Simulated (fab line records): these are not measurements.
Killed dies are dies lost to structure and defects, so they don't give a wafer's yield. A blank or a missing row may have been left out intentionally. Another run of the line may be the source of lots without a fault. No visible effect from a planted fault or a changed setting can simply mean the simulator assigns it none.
3 desks looking at one fault + flow n5Finfet + every desk sees just its own numbers, and what lay behind them comes last

THE DEFECT DESK
Per lot, the means of the sampled wafers with a number show what the inspections along the route counted. Marked OUT: a lot whose mean sits more than 4 standard deviations from the usual mean, which makes it out of limits; the brackets give that distance.
Columns: A = rawDefectCount at N5_BEOL_M10_INSPECT_58, usual 72
| lot  | first seen here | A   |
|------|-----------------|-----|
| L627 | day 10 23:28    | 97  |
| L628 | day 10 23:59    | 112 |
| L630 | day 11 17:17    | 46  |
| L643 | day 15 00:23    | 62  |
| L644 | day 15 03:34    | 72  |
| L642 | day 15 06:49    | 54  |
| L647 | day 16 11:27    | 67  |
This desk found nothing out of limits on any of the 7 lots.

THE METROLOGY DESK
Means of the sampled wafers that have a number, per lot and without regard to the tool the lot ran on: this is what the gauges read. Marked OUT: a lot whose mean sits more than 4 standard deviations from the usual mean, which makes it out of limits; the brackets give that distance.
Columns: A = M10_THK at N5_BEOL_M10_THK_MEAS_53, usual 141 nm; B = M10_RS at N5_BEOL_M10_RS_MEAS_57, usual 0.150 ohm/sq
| lot  | first seen here | A   | B     |
|------|-----------------|-----|-------|
| L627 | day 10 23:19    | 142 | 0.149 |
| L628 | day 10 23:49    | 142 | 0.149 |
| L630 | day 11 17:08    | 145 | 0.146 |
| L643 | day 15 00:13    | 142 | 0.147 |
| L644 | day 15 03:24    | 144 | 0.147 |
| L642 | day 15 06:37    | 139 | 0.151 |
| L647 | day 16 11:17    | 138 | 0.153 |
This desk found nothing out of limits on any of the 7 lots.

AT THE TOOL OWNER'S DESK: pecvd-01
The tool's own readings at N5_BEOL_M11_ILD_DEP_00 (deposits SiCOH lowk from DEMS/porogen, target thk 308.51 nm, time 58 s): means of the sampled wafers that have a number, for each lot that ran on this tool. Marked OUT: a lot whose mean sits more than 4 standard deviations from the usual mean, which makes it out of limits; the brackets give that distance.
Columns: A = heaterPowerOuterW at N5_BEOL_M11_ILD_DEP_00, usual 165 W; B = heaterPowerW at N5_BEOL_M11_ILD_DEP_00, usual 342 W; C = showerheadPlenumPTorr at N5_BEOL_M11_ILD_DEP_00, usual 5.742 Torr; D = showerheadVppV at N5_BEOL_M11_ILD_DEP_00, usual 1376 V; E = susceptorTempC at N5_BEOL_M11_ILD_DEP_00, usual 300.02 C; F = throttleValvePct at N5_BEOL_M11_ILD_DEP_00, usual 13.5 %
| lot  | first seen here | A   | B   | C     | D    | E                | F    |
|------|-----------------|-----|-----|-------|------|------------------|------|
| L628 | day 11 00:01    | 219 | 385 | 5.746 | 1361 | 300.36           | 13.7 |
| L630 | day 11 17:20    | 179 | 392 | 5.744 | 1403 | 299.95           | 13.8 |
| L643 | day 15 00:26    | 192 | 380 | 5.747 | 1359 | 296.53 (-16) OUT | 13.6 |
| L644 | day 15 03:36    | 187 | 342 | 5.749 | 1340 | 296.55 (-16) OUT | 13.7 |
| L642 | day 15 06:51    | 182 | 337 | 5.740 | 1354 | 296.81 (-15) OUT | 13.6 |
This desk's finding: out of limits on L642, L643, L644; first on L643, day 15 00:26 (susceptorTempC at N5_BEOL_M11_ILD_DEP_00). In limits: L628, L630.

TAKEN TOGETHER
On L642, L643, L644, at day 15 00:26, an alarm was possible from the tool owner's desk.
Nothing out of limits was seen by the defect desk.
At the metrology desk, nothing out of limits was observed.
The defect desk has L642, L643, L644 on record, within its limits.
The metrology desk holds a record of L642, L643, L644, inside its limits.
Every lot named ran N5_BEOL_M11_ILD_DEP_00 on pecvd-01.

WHAT WAS PUT IN BY THE SIMULATOR
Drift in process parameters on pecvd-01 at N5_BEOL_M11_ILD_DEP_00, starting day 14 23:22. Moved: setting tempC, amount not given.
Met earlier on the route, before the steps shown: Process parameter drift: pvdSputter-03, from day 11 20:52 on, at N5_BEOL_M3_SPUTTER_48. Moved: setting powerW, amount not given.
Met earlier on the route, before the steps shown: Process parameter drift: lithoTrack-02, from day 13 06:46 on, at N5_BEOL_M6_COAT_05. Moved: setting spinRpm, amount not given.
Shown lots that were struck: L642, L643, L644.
How many hours passed from the start of the fault until each desk's first out-of-limits reading: the tool owner's desk, 1.
